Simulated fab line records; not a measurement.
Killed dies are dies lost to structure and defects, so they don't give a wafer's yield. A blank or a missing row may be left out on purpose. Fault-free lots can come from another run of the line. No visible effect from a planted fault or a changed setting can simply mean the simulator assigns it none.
fab line records	flow n5_finfet
record lots=11	wafers=33	last_day=19
route steps=1938 shown BEOL_M10@1513 PASSIVATION@1936
lots that met no fault: taken from a fault-free run of the same line
start_h: the number of hours between the record's first day and the start of the first shown wafer of the lot	wait_h: time in hours since the lot's previous step	" unchanged from the row above	L1.1+2: a single row standing in for several wafers	- no value, or no start was given	* or withheld: withheld	< > ~ a bound
route shown NAME@n: names a module that has steps shown in the file, with the first one's number in the route	usual: mean and standard deviation over wafers with no fault	same: alike in all rows	chamber/n: place in a boat	sites: readings site by site	_std_site: their standard deviation	_edge_site: outer sites' mean less inner sites'	radius_mm: how far each site lies from the wafer's centre	mask NAME#n: copy n	behind: the tool/chamber that last shaped the wafer	hold: why the lot went on hold/how many hours it stayed there/how the hold came to an end	device: which transistor (n, p or np) failed to switch	end of line: the same wafers' tests at the end of the route	a step with no rows: only its recipe	killed: not the wafer's yield, but the dies lost to structure and defects at the first sort	map: per-die view of a wafer (x killed, . not killed, _ where there is no die)
set.NAME: the run value of the setting; set.NAME@STEP: its run value at that earlier step	model.NAME: the simulator's own value behind a step, which no gauge read
route steps across a sampled set of lots; one table per step, one row per wafer
services: the hour from which a tool's chamber was out of use, counted from the record's first day as start_h (under 0 if before that day), plus the number of hours and why
## steps
# step N5_BEOL_M10_ETCH_41
# recipe chemistry=CH3F/O2	target=SiCN	target_depth_a=426	taper_deg=2	time_s=86	ion_energy_ev=120	mask_material=TiN	pressure_mtorr=30	source_w=395	bias_w=75	Ar_flow_sccm=150	CH3F_flow_sccm=30	O2_flow_sccm=20
# usual drypump_motor_current_A=5.7/0.38	oes_product_au=0.83/0.079	rf_vpp_V=298.1/1.3	showerhead_plenum_p_Torr=2.04/0.048	throttle_valve_pct=16.10/0.28
lot.wafer	tool	chamber	start_h	wait_h	drypump_motor_current_A	oes_product_au	rf_hours_counter_h	rf_vpp_V	showerhead_plenum_p_Torr	throttle_valve_pct
L590.2	rie_diel-06	3	-	-	4.9	0.69	229	294.6	1.90	16.37
L590.4	"	0	"	"	5.2	0.90	27	297.5	2.02	15.63
L590.5	"	3	"	"	4.9	0.68	-	296.2	1.90	16.39
L589.2	rie_diel-04	2	-	-	5.9	0.71	223	295.8	1.98	16.48
L589.4	"	0	"	"	6.1	0.89	48	298.2	2.03	15.81
L589.6	"	2	"	"	6.0	0.71	-	296.2	1.98	16.49
L591.3	rie_diel-04	1	-	-	6.2	0.71	221	298.8	2.07	16.81
L591.4	"	3	"	"	5.5	0.87	33	297.6	2.05	15.90
L591.5	"	0	"	"	6.1	0.90	-	298.1	2.03	15.80
L592.1	rie_diel-04	0	-	-	6.1	0.87	57	296.1	2.03	15.83
L592.5	"	3	"	"	5.4	0.85	-	298.6	2.04	15.96
L592.6	"	2	"	"	5.9	0.70	-	296.0	1.98	16.49
L594.1	rie_diel-04	3	-	-	5.5	0.86	47	298.5	2.04	15.94
L594.2	"	2	"	"	6.0	0.69	237	297.0	1.98	16.49
L594.3	"	0	"	"	6.1	0.88	61	299.4	2.03	15.85
L595.1	rie_diel-01	1	-	-	5.3	0.69	245	298.4	2.06	16.58
L595.2	"	0	"	"	5.9	0.83	60	299.8	2.13	15.95
L595.4	"	3	"	"	5.2	0.83	68	296.8	2.03	16.09
L597.3	rie_diel-01	1	-	-	5.3	0.69	248	299.8	2.06	16.57
L597.5	"	0	"	"	5.9	0.83	-	299.1	2.13	15.95
L597.6	"	3	"	"	5.2	0.85	-	296.9	2.03	16.09
L600.3	rie_diel-01	0	-	-	5.9	0.80	79	298.7	2.12	15.97
L600.4	"	2	"	"	5.9	0.75	123	297.6	2.07	16.05
L600.6	"	1	"	"	5.3	1.00	-	297.4	2.05	16.10
L599.3	rie_diel-06	2	-	-	5.6	0.86	49	297.5	2.03	15.88
L599.5	"	2	"	"	5.7	0.85	-	297.5	2.03	15.87
L599.6	"	3	"	"	4.9	0.92	-	300.0	2.14	15.99
L602.1	rie_diel-04	0	-	-	6.1	0.84	84	297.4	2.02	15.86
L602.2	"	3	"	"	5.5	0.81	70	297.8	2.03	15.98
L602.5	"	3	"	"	5.5	0.82	-	297.9	2.03	15.98
L611.1	rie_diel-04	1	-	-	6.2	0.97	3	298.1	2.06	16.45
L611.2	"	0	"	"	6.1	0.82	97	298.4	2.02	15.90
L611.4	"	3	"	"	5.5	0.80	83	297.2	2.03	16.01
# step N5_BEOL_M10_SURFACE_TREAT_76
# recipe gas=Ar	time_s=*	ion_energy_ev=*	ion_current_ma_cm2=0.5	pressure_mtorr=*	ar_flow_sccm=30
# usual ar_flow_sccm=29.98/0.079	throttle_valve_pct=*
lot.wafer	tool	chamber	start_h	wait_h	ar_flow_sccm	throttle_valve_pct
L590.2	pvd_sputter-03	-	244.84	0.2	30.12	*
L590.4	"	-	"	"	29.99	*
L590.5	"	-	"	"	30.10	*
L589.2	pvd_sputter-03	-	245.06	0.2	29.96	*
L589.4	"	-	"	"	29.94	*
L589.6	"	-	"	"	29.98	*
L591.3	pvd_sputter-03	-	249.87	0.2	30.05	*
L591.4	"	-	"	"	29.95	*
L591.5	"	-	"	"	29.96	*
L592.1	pvd_sputter-01	-	276.99	0.2	29.98	*
L592.5	"	-	"	"	30.01	*
L592.6	"	-	"	"	29.92	*
L594.1	pvd_sputter-03	-	292.02	0.2	29.83	*
L594.2	"	-	"	"	29.89	*
L594.3	"	-	"	"	30.03	*
L595.1	pvd_sputter-02	-	296.90	1.3	29.99	*
L595.2	"	-	"	"	30.01	*
L595.4	"	-	"	"	29.97	*
L597.3	pvd_sputter-02	-	304.84	0.2	30.02	*
L597.5	"	-	"	"	29.96	*
L597.6	"	-	"	"	29.99	*
L600.3	pvd_sputter-03	-	346.16	0.2	29.97	*
L600.4	"	-	"	"	30.16	*
L600.6	"	-	"	"	29.93	*
L599.3	pvd_sputter-03	-	346.41	0.2	29.88	*
L599.5	"	-	"	"	29.97	*
L599.6	"	-	"	"	30.11	*
L602.1	pvd_sputter-01	-	359.16	0.2	30.03	*
L602.2	"	-	"	"	30.10	*
L602.5	"	-	"	"	29.83	*
L611.1	pvd_sputter-03	-	389.82	0.2	29.98	*
L611.2	"	-	"	"	30.02	*
L611.4	"	-	"	"	30.04	*
# step N5_BEOL_M10_CVD_75
# recipe material=Co	target_thk_a=20	temp_c=withheld	precursor=CCTBA/H2	pressure_torr=30	time_s=138.9
# usual run_length_s=161.8/0.57
lot.wafer	tool	chamber	start_h	wait_h	run_length_s
L590.2	cvd_co-01	0	244.90	0.0	161.1
L590.4	"	2	"	"	162.7
L590.5	"	0	"	"	161.3
L589.2	cvd_co-01	0	245.12	0.0	161.9
L589.4	"	0	"	"	161.3
L589.6	"	2	"	"	162.1
L591.3	cvd_co-02	2	249.93	0.0	162.0
L591.4	"	0	"	"	161.8
L591.5	"	1	"	"	160.9
L592.1	cvd_co-02	1	277.05	0.0	160.5
L592.5	"	1	"	"	160.6
L592.6	"	0	"	"	162.1
L594.1	cvd_co-02	2	292.31	0.3	161.8
L594.2	"	0	"	"	162.1
L594.3	"	1	"	"	161.0
L595.1	cvd_co-02	2	296.96	0.0	162.0
L595.2	"	1	"	"	160.6
L595.4	"	2	"	"	161.6
L597.3	cvd_co-01	0	305.13	0.3	161.6
L597.5	"	1	"	"	163.0
L597.6	"	2	"	"	161.7
L600.3	cvd_co-02	0	346.27	0.1	224.1
L600.4	"	2	"	"	224.2
L600.6	"	2	"	"	224.5
L599.3	cvd_co-02	2	346.53	0.1	224.2
L599.5	"	0	"	"	224.5
L599.6	"	2	"	"	224.5
L602.1	cvd_co-02	0	359.39	0.2	224.7
L602.2	"	1	"	"	222.8
L602.5	"	1	"	"	223.0
L611.1	cvd_co-01	0	389.88	0.0	161.3
L611.2	"	1	"	"	163.0
L611.4	"	2	"	"	161.8
# step N5_BEOL_M10_DEP_56
# recipe material=SiCN	target_thk_a=150	temp_c=withheld	precursor=3MS/NH3	pressure_torr=3	rf_w=202	time_s=26.5
# usual showerhead_plenum_p_Torr=3.659/0.013	showerhead_vpp_V=901/33	throttle_valve_pct=9.2/0.53
lot.wafer	tool	chamber	start_h	wait_h	showerhead_plenum_p_Torr	showerhead_vpp_V	throttle_valve_pct
L590.2	pecvd-04	1	245.97	0.0	3.653	878	10.2
L590.4	"	2	"	"	3.646	886	8.7
L590.5	"	0	"	"	3.663	899	9.1
L589.2	pecvd-02	2	246.24	0.0	3.655	1014	8.5
L589.4	"	0	"	"	3.684	887	9.8
L589.6	"	2	"	"	3.651	995	8.1
L591.3	pecvd-02	0	252.18	0.0	3.678	877	9.5
L591.4	"	1	"	"	3.651	912	8.9
L591.5	"	0	"	"	3.691	876	9.6
L592.1	pecvd-01	2	278.05	0.0	3.665	872	8.6
L592.5	"	0	"	"	3.652	899	9.7
L592.6	"	1	"	"	3.652	917	9.2
L594.1	pecvd-01	2	294.02	0.0	3.673	875	8.6
L594.2	"	0	"	"	3.650	896	9.3
L594.3	"	1	"	"	3.665	918	9.4
L595.1	pecvd-01	0	298.08	0.0	3.648	883	9.7
L595.2	"	1	"	"	3.662	915	9.3
L595.4	"	2	"	"	3.676	892	8.7
L597.3	pecvd-01	1	306.81	0.0	3.657	919	9.2
L597.5	"	0	"	"	3.652	880	9.3
L597.6	"	2	"	"	3.680	893	8.5
L600.3	pecvd-02	1	347.26	0.0	3.659	910	9.3
L600.4	"	2	"	"	3.663	1011	8.3
L600.6	"	0	"	"	3.683	877	9.4
L599.3	pecvd-04	1	347.63	0.0	3.651	876	10.2
L599.5	"	2	"	"	3.633	883	8.8
L599.6	"	1	"	"	3.664	885	10.1
L602.1	pecvd-04	1	360.51	0.0	3.653	897	10.1
L602.2	"	2	"	"	3.641	901	8.4
L602.5	"	2	"	"	3.646	886	8.7
L611.1	pecvd-01	1	390.98	0.0	3.661	921	9.3
L611.2	"	2	"	"	3.670	879	8.9
L611.4	"	0	"	"	3.647	896	9.2
# step N5_PASSIVATION_PROBE_49
# usual defect_limited_yield=91.3/1.4	killed_at_M0_to_M3=34/10	killed_at_M4_up=14/5.5	killed_at_contacts=12/6	killed_at_front_end=40/10	killed_at_other=3.0/2.4	killed_dies=103/17	killed_open=68/13	killed_short=34/7.8	sort_bin_5_function=5.1/0.97	sort_bin_6_memory=3.3/0.66	sort_bin_8_speed=0.02/0.12	sort_n_pass=1077/17	sort_yield_pct=91.2/1.4
# same gross_dies=1180	killed_at_back_side=0	sort_bin_4_leakage[%]=0
lot.wafer	tool	chamber	start_h	wait_h	defect_limited_yield[%]	killed_at_M0_to_M3	killed_at_M4_up	killed_at_contacts	killed_at_front_end	killed_at_other	killed_dies	killed_open	killed_short	sort_bin_5_function[%]	sort_bin_6_memory[%]	sort_bin_8_speed[%]	sort_n_pass	sort_yield_pct[%]
L595.1	prober-02	-	347.58	0.0	91.1	32	13	13	42	5	105	66	32	5.6	2.5	0	1075	91.1
L595.2	prober-02	-	347.63	0.1	93.8	34	7	10	19	3	73	49	24	3.6	2.2	0	1107	93.8
L595.4	prober-02	-	347.73	0.2	91.3	27	28	11	35	2	103	72	31	5.0	3.4	0	1077	91.3
L602.1	prober-02	-	410.10	0.0	93.1	27	12	9	32	1	81	64	16	4.0	2.9	0	1099	93.1
L602.2	prober-02	-	410.15	0.1	92.5	31	12	2	40	3	88	61	23	4.5	2.5	0	1092	92.5
L602.5	prober-02	-	410.30	0.2	92.6	24	10	7	42	4	87	55	28	3.6	2.7	0	1093	92.6
# killed by level:class
L595.1 STI_FIN_REVEAL:geometric_particle:open=15 BEOL_M1:geometric_particle:open=11 MOL_CONTACT_COAG:geometric_particle:open=11 BEOL_M0_SAQP:geometric_particle:short=8 BEOL_M0_SAQP:geometric_particle:open=7 FIN_SAQP:geometric_particle:short=5 STI_FIN_REVEAL:geometric_particle:short=4 HKMG_FIN:area_etch=4
L595.2 MOL_CONTACT_COAG:geometric_particle:open=9 BEOL_M0_SAQP:geometric_particle:open=8 BEOL_M1:geometric_particle:open=6 BEOL_M0_SAQP:geometric_particle:short=5 FIN_SAQP:geometric_particle:open=4 STI_FIN_REVEAL:geometric_particle:open=3 GATE_CUT:geometric_particle:open=3 BEOL_M0:geometric_particle:short=3
L595.4 STI_FIN_REVEAL:geometric_particle:open=13 BEOL_M4:geometric_particle:open=12 BEOL_M0_SAQP:geometric_particle:open=8 BEOL_M0_SAQP:geometric_particle:short=8 MOL_CONTACT_COAG:geometric_particle:open=7 STI_FIN_REVEAL:geometric_particle:short=6 BEOL_M3:geometric_particle:open=5 BEOL_M4:geometric_particle:short=5
L602.1 STI_FIN_REVEAL:geometric_particle:open=13 FIN_SAQP:geometric_particle:open=9 MOL_CONTACT_COAG:geometric_particle:open=9 BEOL_M3:geometric_particle:open=9 DUMMY_GATE:geometric_particle:open=5 BEOL_M0_SAQP:geometric_particle:short=5 BEOL_M1:geometric_particle:open=4 BEOL_M2:geometric_particle:open=4
L602.2 STI_FIN_REVEAL:geometric_particle:open=17 BEOL_M0_SAQP:geometric_particle:open=10 BEOL_M3:geometric_particle:open=7 BEOL_M0_SAQP:geometric_particle:short=6 HKMG_FIN:area_etch=4 FIN_SAQP:geometric_particle:open=3 STI_FIN_REVEAL:geometric_particle:short=3 ILD0:geometric_particle:short=3
L602.5 FIN_SAQP:geometric_particle:open=14 FIN_SAQP:geometric_particle:short=10 BEOL_M0:geometric_particle:open=6 STI_FIN_REVEAL:geometric_particle:open=5 MOL_CONTACT_COAG:geometric_particle:open=5 BEOL_M0_SAQP:geometric_particle:open=5 BEOL_M4:geometric_particle:open=5 BEOL_M1:geometric_particle:open=4
## services
tool	chamber	start_h	hours	kind
cvd_co-02	-	251.00	6.0	pm
rie_diel-01	-	252.18	2.8	pm
cvd_co-02	-	264.18	0.8	repair
pecvd-04	-	288.42	33.3	repair
pecvd-02	-	297.46	0.3	repair
cvd_co-02	-	303.15	0.8	repair
cvd_co-01	2	307.37	4.8	repair
pecvd-04	-	328.99	0.3	repair
cvd_co-02	1	333.33	-	clean
cvd_co-02	1	333.33	22.0	scheduled_down
cvd_co-02	1	333.33	22.0	vent_cycle
rie_diel-04	2	335.54	-	clean
cvd_co-01	-	336.47	6.0	pm
rie_diel-04	1	338.83	3.5	repair
pecvd-04	0	344.54	23.9	repair
pvd_sputter-01	-	344.74	1.6	repair
cvd_co-01	-	345.27	0.5	repair
pvd_sputter-02	-	351.20	11.7	repair
rie_diel-06	1	354.22	10.2	repair
rie_diel-01	0	354.91	5.7	repair
pecvd-02	-	369.11	3.9	repair
pvd_sputter-03	-	378.22	3.7	repair
pecvd-04	-	382.97	0.7	repair
pecvd-02	-	388.53	28.1	pm
## key
first_sign step=N5_BEOL_M10_CVD_75	reading=run_length_s	direction=up	sigmas=99+	usual=*	struck=*
effect none on later readings
met_at N5_BEOL_M10_CVD_75
struck_lots L599,L600,L602
not_acting_at N5_BEOL_M10_ETCH_41,N5_BEOL_M10_SURFACE_TREAT_76,N5_BEOL_M10_DEP_56
fault kind=process_parameter_drift	tool=cvd_co-02	chamber=-	onset_h=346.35	steps=N5_BEOL_M10_CVD_75	channel=time_s	offset=*	shape=step	end_h=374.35	acts_in=*	stated=*
